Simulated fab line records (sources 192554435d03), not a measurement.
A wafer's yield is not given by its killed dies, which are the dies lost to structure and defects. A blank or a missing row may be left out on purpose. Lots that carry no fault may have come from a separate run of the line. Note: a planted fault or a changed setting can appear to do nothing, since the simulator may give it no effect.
A lot that was struck, set against a sound lot | flow n5_finfet | 15 steps out of a route of 1938
Sound: the wafers L716.1, L716.2, L716.3. Struck: wafers L727.1, L727.3. The cause is given at the end.
Per side, at each step with rows, come the tool, then ch with its chambers, and then its first start. Under that, the readings that differ: sound wafers | struck wafers | difference of the means | sigmas: that difference in standard deviations of wafers without a fault.
alike: words and numbers the same on both sides, and readings whose means are apart by under 2 such deviations; not compared: readings that were withheld, readings missing a value for some wafer, numbers with overlapping values and no deviation given by the record, and bounds like >300 which may hide the same value.
A row with sigmas, a row that says differs or no value, or rows on one side alone: a step with any of these is where the two part. Non-overlapping numbers with no deviation appear without sigmas and do not part them. Lack of a reading on every wafer of one side parts them only where that side has two or more wafers.

N5_BEOL_M8_TRENCH_ETCH_37: etches SiCOH lowk in C4F6/O2, target depth 93.478 nm, time 31.2 s.
  sound: rie_diel-04 ch 0,2,3; struck: rie_diel-06 ch 0,3
  alike: C4F6_flow_sccm, O2_flow_sccm, drypump_motor_current_A, oes_product_au, rf_vpp_V, showerhead_plenum_p_Torr, throttle_valve_pct
  not compared: rf_hours_counter_h
N5_BEOL_M8_ETCH_41: etches SiCN in CH3F/O2, target depth 31.9 nm, time 57.8 s.
  sound: rie_diel-04 ch 0,2,3; struck: rie_diel-06 ch 0,3
  alike: O2_flow_sccm, drypump_motor_current_A, oes_product_au, rf_vpp_V, showerhead_plenum_p_Torr, throttle_valve_pct
  not compared: rf_hours_counter_h
then, 1 step without rows for these wafers: N5_BEOL_M8_STRIP_80 (strips in N2/H2, time 10 s).
N5_BEOL_M8_OCD_MEAS_38:
  sound on ocd-01 at day 10 03:30; struck on ocd-01 at day 13 07:41
  alike: trench_depth_nm
then, 4 steps without rows for these wafers: N5_BEOL_M8_HM_STRIP_39 (strips TiN in peroxide tin strip, target depth 25 nm, time 158 s); N5_BEOL_M8_SRD_40 (time 30 s); N5_BEOL_M8_PRECLEAN_42 (cleans in residue remover, time 60 s); N5_BEOL_M8_SRD_43 (time 30 s).
N5_BEOL_M8_CD_MEAS_35 targets a cd of 40 nm.
  sound on cd_sem-03 at day 10 03:40; struck on cd_sem-01 at day 13 07:51
  alike: cd_nm
N5_BEOL_M8_CURE_75: cures SiCOH lowk, time 120 s.
  sound on uv_cure-01 ch 2, day 10 03:42; struck on uv_cure-02 ch 1, day 13 08:02
  alike: lamp_power_pct, wafer_temp_C_max
N5_BEOL_M8_DEGAS_44: time 60 s.
  sound on pvd_sputter-03 at day 10 04:28; struck on pvd_sputter-03 at day 13 08:35
  alike: heater_power_w
then, 1 step without rows for these wafers: N5_BEOL_M8_PRE_CLEAN_45 (time 30 s).
N5_BEOL_M8_ALD_77: deposits TaN, target thk 2 nm, pulse time 2 s, purge time 3 s.
  sound on ald_metal-04 ch 0,1,3, day 10 04:37; struck on ald_metal-04 ch 0,2, day 13 08:42
  reading          | sound | struck        | difference | sigmas
  purge_time_s (s) | 3 3 3 | 3.1401 3.1401 | +0.1401    |
  alike: heater_power_w
N5_BEOL_M8_SURFACE_TREAT_79:
  sound on pvd_sputter-03 at day 10 04:58; struck on pvd_sputter-03 at day 13 10:44
  alike: ar_flow_sccm
  not compared: throttle_valve_pct
following that, these wafers have no rows for 1 step: N5_PASSIVATION_PROBE_49.

## WHERE THEY PART
Nowhere in this record.

WHY: whatever the simulator had introduced
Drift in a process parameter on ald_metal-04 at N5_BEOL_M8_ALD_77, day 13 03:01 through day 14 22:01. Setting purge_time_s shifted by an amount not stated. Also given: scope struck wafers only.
